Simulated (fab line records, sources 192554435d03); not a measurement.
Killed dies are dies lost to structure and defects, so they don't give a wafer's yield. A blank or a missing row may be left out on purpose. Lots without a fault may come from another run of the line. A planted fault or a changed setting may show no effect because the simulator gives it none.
Chamber matching | flow n5_finfet | N5_SD_EPI_P_ETCH_36 on rie_diel-02: 4 sister chambers
The step etches SiARC in CF4, target depth 45.5 nm, time 75.8 s. 8 wafers are shown with their chamber, then 7 later ones without.

WAFERS WITH THEIR CHAMBER
wafer  | chamber | showerhead_plenum_p_Torr (Torr) | drypump_motor_current_A (A)
L982.3 | 1       | 2.20                            | 6.3
L986.1 | 3       | 2.09                            | 5.8
L986.5 | 2       | 2.24                            | 6.0
L994.1 | 3       | 2.09                            | 5.8
L994.4 | 0       | 2.10                            | 5.6
L994.6 | 2       | 2.23                            | 6.0
L998.1 | 0       | 2.10                            | 5.6
L998.3 | 1       | 2.19                            | 6.4

WAFERS WITHOUT THEIR CHAMBER
wafer  | showerhead_plenum_p_Torr (Torr) | drypump_motor_current_A (A)
L998.6 | 2.19                            | 6.3
L999.1 | 2.19                            | 6.3
L999.2 | 2.08                            | 5.8
L999.6 | 2.08                            | 5.8
L104.1 | 2.23                            | 6.0
L104.2 | 2.10                            | 5.7
L104.5 | 2.10                            | 5.7

WHICH CHAMBER EACH WENT THROUGH
wafer  | from the rows above     | in truth
L998.6 | 1                       | 1
L999.1 | 1                       | 1
L999.2 | 3                       | 3
L999.6 | 3                       | 3
L104.1 | 2                       | 2
L104.2 | can't be placed: 0 or 3 | 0
L104.5 | can't be placed: 0 or 3 | 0
Placed correctly: 5 of 7. Can't be placed from these rows: 2 (the true chamber is among the candidates in 2). Placed wrongly: 0.
How it was worked out, from the rows above alone: a wafer's distance from a chamber is the root of the sum, over the readings, of the square of ((its reading less the chamber's mean) divided by the reading's scatter). The wafer belongs to the nearest chamber; if the next one is less than 2 further off, it can't be placed. A chamber's mean is the mean of its shown wafers. The scatter: the root of (the sum of the squares of (reading less its chamber's mean) over the shown wafers, divided by (wafers less chambers)).
